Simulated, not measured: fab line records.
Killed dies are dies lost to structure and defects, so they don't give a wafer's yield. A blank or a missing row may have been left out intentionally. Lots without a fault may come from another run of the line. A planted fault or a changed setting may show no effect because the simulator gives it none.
Split-lot trial ; flow n5 finfet ; 21 wafers read from 4 lots, route of 1938 steps

== ABOUT THE SPLIT ==
At N5_BEOL_M11_EXPOSE_25 (exposes mask V10), the setting dose mj was moved away from the recipe's 85.5 on 9 of the 21 wafers read, by +3.0% to +5.0%. This setting was run at the recipe's value on the other wafers.

== FROM THE SPLIT TO THE READING: what the file shows between them, 2 steps ==
- N5_BEOL_M11_PEB_26: peb time 60 s
- N5_BEOL_M11_DEVELOP_27: develop time 30 s

== THE READING ==
At N5_BEOL_M11_CD_MEAS_28: cd nm in nanometres, against a target cd of 70 nm. On this fab line, fault-free wafers typically give 70.0 nm with a standard deviation of 0.72 nm.

wafer;tool, chamber at the split;dose mj as run;against the recipe;cd nm, nm;against lot-mates on the recipe
L077.1;arfi scanner-03, 0;88.79;+3.8%;74.5;+4.5
L077.2;arfi scanner-03, 0;88.79;+3.8%;73.7;+3.7
L077.3;arfi scanner-03, 0;88.79;+3.8%;74.1;+4.1
L077.4;arfi scanner-03, 0;85.5;recipe;70.3;-
L077.5;arfi scanner-03, 0;85.5;recipe;69.8;-
L077.6;arfi scanner-03, 0;85.5;recipe;69.8;-
L084.1;arfi scanner-01, 0;89.79;+5.0%;73.5;+3.3
L084.2;arfi scanner-01, 0;85.5;recipe;70.6;-
L084.3;arfi scanner-01, 0;85.5;recipe;70.8;-
L084.4;arfi scanner-01, 0;85.5;recipe;69.1;-
L084.5;arfi scanner-01, 0;89.79;+5.0%;73.6;+3.4
L084.6;arfi scanner-01, 0;89.79;+5.0%;74.7;+4.5
L083.4;arfi scanner-02, 0;85.5;recipe;70.2;-
L083.5;arfi scanner-02, 0;85.5;recipe;70.4;-
L083.6;arfi scanner-02, 0;85.5;recipe;70.2;-
L089.1;arfi scanner-03, 0;88.07;+3.0%;74.0;+3.1
L089.2;arfi scanner-03, 0;85.5;recipe;70.7;-
L089.3;arfi scanner-03, 0;85.5;recipe;70.2;-
L089.4;arfi scanner-03, 0;88.07;+3.0%;72.6;+1.7
L089.5;arfi scanner-03, 0;88.07;+3.0%;73.6;+2.7
L089.6;arfi scanner-03, 0;85.5;recipe;71.7;-

THE FIT
A straight line over all 21 wafers: cd nm changes by +0.838 nm for each +1% of dose mj; r = +0.93; the points scatter about the line by 0.71 nm.
The same after taking each lot's own level away (the mean of its wafers on the recipe; 21 wafers): +0.856 nm for each +1%; r = +0.94; scatter 0.66 nm.
Per that fit: largest dose mj move, reading shift of 4.3 nm.
Measured against the standard deviation above, the lots' own levels, which go from 69.97 to 70.87 nm, span 1.3 times it.
The two slopes are in agreement: the lot-to-lot level therefore moves the slope only a little.
Check: +4.55 nm against its lot-mates is what the line predicts for one of the wafers moved furthest among these (+5.0%) when that wafer is left out of the fit. It came out at +3.33 nm against them.

== FURTHER SPLITS ON THESE WAFERS ==
Before the reading, these wafers also passed through other splits. Each is held against what the fit with the lots' levels taken away leaves over:
other split on the same wafers;wafers away from the commonest value;r with cd nm (lot level and that fit taken away)
N5_BEOL_M7_ETCH_61 source w;9;-0.50
N5_BEOL_M7_COAT_22 spin rpm;6;+0.00
N5_BEOL_M8_ILD_DEP_00 time s;9;-0.15
N5_BEOL_M8_COAT_60 spin rpm;9;+0.07
N5_BEOL_M9_COAT_60 spin rpm;9;+0.23
N5_BEOL_M11_COAT_22 spin rpm;6;+0.34

== THE FILE'S OWN FIT ==
cd nm changes by +0.865 nm for each +1% of dose mj, r = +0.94.
